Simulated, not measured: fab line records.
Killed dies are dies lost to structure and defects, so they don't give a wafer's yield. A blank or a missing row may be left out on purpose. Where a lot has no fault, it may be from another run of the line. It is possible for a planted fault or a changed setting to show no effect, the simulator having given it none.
Lot-split experiment || flow n5 finfet || route with 1938 steps; 7 lots, 21 wafers read

SPLIT DETAILS
At N5_BEOL_M8_DESCUM_16 (chemistry O2, time 7.9 s), the setting time s was moved away from the recipe's 7.9 s on 5 of the 21 wafers read, by -22.3% to -6.4%. The other wafers ran this setting at the recipe's value.

There is no step in the file separating the split from the reading.

THE READING
CAR-ArF_of_BEOL_M8_COAT_05.thk nm (the simulator's own value, which no gauge read), in nm, at N5_BEOL_M8_ETCH_61 (etches SiARC in CF4, target depth 45.5 nm, time 75.8 s). The file does not state a usual value for it. The 16 wafers here that ran the recipe average 50.9 nm, standard deviation 0.14 nm.

{"wafer": "L075.1", "tool, chamber at the split": "rie diel-06, 3", "time s as run, s": 7.9, "against the recipe": "recipe", "CAR-ArF_of_BEOL_M8_COAT_05.thk nm, nm": 51.2, "against lot-mates on the recipe": "-"}
{"wafer": "L075.4", "tool, chamber at the split": "rie diel-06, 0", "time s as run, s": 7.9, "against the recipe": "recipe", "CAR-ArF_of_BEOL_M8_COAT_05.thk nm, nm": 50.8, "against lot-mates on the recipe": "-"}
{"wafer": "L075.5", "tool, chamber at the split": "rie diel-06, 3", "time s as run, s": 7.041, "against the recipe": "-10.9%", "CAR-ArF_of_BEOL_M8_COAT_05.thk nm, nm": 51.6, "against lot-mates on the recipe": "+0.6"}
{"wafer": "L076.1", "tool, chamber at the split": "rie diel-06, 0,3", "time s as run, s": 7.9, "against the recipe": "recipe", "CAR-ArF_of_BEOL_M8_COAT_05.thk nm, nm": 50.6, "against lot-mates on the recipe": "-"}
{"wafer": "L076.4", "tool, chamber at the split": "rie diel-06, 0,3", "time s as run, s": 7.9, "against the recipe": "recipe", "CAR-ArF_of_BEOL_M8_COAT_05.thk nm, nm": 50.8, "against lot-mates on the recipe": "-"}
{"wafer": "L076.5", "tool, chamber at the split": "rie diel-06, 0", "time s as run, s": 7.9, "against the recipe": "recipe", "CAR-ArF_of_BEOL_M8_COAT_05.thk nm, nm": 50.8, "against lot-mates on the recipe": "-"}
{"wafer": "L084.1", "tool, chamber at the split": "rie diel-04, 1", "time s as run, s": 7.9, "against the recipe": "recipe", "CAR-ArF_of_BEOL_M8_COAT_05.thk nm, nm": 51, "against lot-mates on the recipe": "-"}
{"wafer": "L084.4", "tool, chamber at the split": "rie diel-04, 3", "time s as run, s": 7.398, "against the recipe": "-6.4%", "CAR-ArF_of_BEOL_M8_COAT_05.thk nm, nm": 51.4, "against lot-mates on the recipe": "+0.4"}
{"wafer": "L084.5", "tool, chamber at the split": "rie diel-04, 0", "time s as run, s": 7.398, "against the recipe": "-6.4%", "CAR-ArF_of_BEOL_M8_COAT_05.thk nm, nm": 51, "against lot-mates on the recipe": "+0.0"}
{"wafer": "L091.3", "tool, chamber at the split": "rie diel-04, 3", "time s as run, s": 7.9, "against the recipe": "recipe", "CAR-ArF_of_BEOL_M8_COAT_05.thk nm, nm": 51, "against lot-mates on the recipe": "-"}
{"wafer": "L091.4", "tool, chamber at the split": "rie diel-04, 3", "time s as run, s": 7.9, "against the recipe": "recipe", "CAR-ArF_of_BEOL_M8_COAT_05.thk nm, nm": 50.8, "against lot-mates on the recipe": "-"}
{"wafer": "L091.5", "tool, chamber at the split": "rie diel-04, 2", "time s as run, s": 7.9, "against the recipe": "recipe", "CAR-ArF_of_BEOL_M8_COAT_05.thk nm, nm": 50.8, "against lot-mates on the recipe": "-"}
{"wafer": "L094.1", "tool, chamber at the split": "rie diel-06, 1,3", "time s as run, s": 7.9, "against the recipe": "recipe", "CAR-ArF_of_BEOL_M8_COAT_05.thk nm, nm": 50.8, "against lot-mates on the recipe": "-"}
{"wafer": "L094.4", "tool, chamber at the split": "rie diel-06, 1,3", "time s as run, s": 7.9, "against the recipe": "recipe", "CAR-ArF_of_BEOL_M8_COAT_05.thk nm, nm": 50.8, "against lot-mates on the recipe": "-"}
{"wafer": "L094.6", "tool, chamber at the split": "rie diel-06, 1", "time s as run, s": 6.584, "against the recipe": "-16.7%", "CAR-ArF_of_BEOL_M8_COAT_05.thk nm, nm": 51.8, "against lot-mates on the recipe": "+1.0"}
{"wafer": "L097.1", "tool, chamber at the split": "rie diel-06, 3,1", "time s as run, s": 7.9, "against the recipe": "recipe", "CAR-ArF_of_BEOL_M8_COAT_05.thk nm, nm": 51, "against lot-mates on the recipe": "-"}
{"wafer": "L097.2", "tool, chamber at the split": "rie diel-06, 0", "time s as run, s": 7.9, "against the recipe": "recipe", "CAR-ArF_of_BEOL_M8_COAT_05.thk nm, nm": 51, "against lot-mates on the recipe": "-"}
{"wafer": "L097.3", "tool, chamber at the split": "rie diel-06, 3,1", "time s as run, s": 7.9, "against the recipe": "recipe", "CAR-ArF_of_BEOL_M8_COAT_05.thk nm, nm": 50.8, "against lot-mates on the recipe": "-"}
{"wafer": "L095.1", "tool, chamber at the split": "rie diel-04, 0", "time s as run, s": 7.9, "against the recipe": "recipe", "CAR-ArF_of_BEOL_M8_COAT_05.thk nm, nm": 51, "against lot-mates on the recipe": "-"}
{"wafer": "L095.2", "tool, chamber at the split": "rie diel-04, 3", "time s as run, s": 7.9, "against the recipe": "recipe", "CAR-ArF_of_BEOL_M8_COAT_05.thk nm, nm": 51, "against lot-mates on the recipe": "-"}
{"wafer": "L095.5", "tool, chamber at the split": "rie diel-04, 2", "time s as run, s": 6.14, "against the recipe": "-22.3%", "CAR-ArF_of_BEOL_M8_COAT_05.thk nm, nm": 52, "against lot-mates on the recipe": "+1.0"}
Rows listing several chambers each stand for several wafers; the file does not say which wafer went through which chamber.

THE FIT
A straight line over all 21 wafers: CAR-ArF_of_BEOL_M8_COAT_05.thk nm changes by -0.053 nm for each +1% of time s; r = -0.92; the points scatter about the line by 0.15 nm.
The same after taking each lot's own level away (the mean of its wafers on the recipe; 21 wafers): -0.0497 nm for each +1%; r = -0.93; scatter 0.13 nm.
According to that fit, moving time s by its largest amount changes the reading by 1.1 nm.
The lots' own levels span 50.73 to 51.00 nm, that is 1.9 times the standard deviation above.
The two slopes agree, so the slope changes little with the lot-to-lot level.
Check: with one of the wafers moved furthest among these (-22.3%) left out of the fit, the line predicts +1.21 nm for it against its lot-mates. It came out at +1 nm against them.

ADDITIONAL SPLITS CARRIED BY THESE WAFERS
Note: prior to the reading, these wafers also went through further splits. Each is held against what the fit with the lots' levels taken away leaves over:
{"other split on the same wafers": "N5_BEOL_M7_ILD_DEP_00 time s", "wafers away from the commonest value": 9, "r with CAR-ArF_of_BEOL_M8_COAT_05.thk nm (lot level and that fit taken away)": -0.29}
{"other split on the same wafers": "N5_BEOL_M7_DESCUM_33 time s", "wafers away from the commonest value": 9, "r with CAR-ArF_of_BEOL_M8_COAT_05.thk nm (lot level and that fit taken away)": -0.08}
{"other split on the same wafers": "N5_BEOL_M8_COAT_59 spin rpm", "wafers away from the commonest value": 7, "r with CAR-ArF_of_BEOL_M8_COAT_05.thk nm (lot level and that fit taken away)": "+0.10"}

THE WHOLE CHAIN: every reading that the file lists as answering this split, in the file's order
{"step": "N5_BEOL_M8_DESCUM_16", "what it does": "chemistry O2, time 7.9 s", "reading": "CAR-ArF_of_BEOL_M8_COAT_05.thk nm (the simulator's own value, which no gauge read)", "change (the file's fit)": "-0.0519 nm for each +1% of the setting", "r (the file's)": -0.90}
{"step": "N5_BEOL_M8_ETCH_61", "what it does": "etches SiARC in CF4, target depth 45.5 nm, time 75.8 s", "reading": "CAR-ArF_of_BEOL_M8_COAT_05.thk nm (the simulator's own value, which no gauge read)", "change (the file's fit)": "-0.0501 nm for each +1% of the setting", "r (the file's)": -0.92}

FILE'S OWN FIT
CAR-ArF_of_BEOL_M8_COAT_05.thk nm changes by -0.0501 nm for each +1% of time s, r = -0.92.
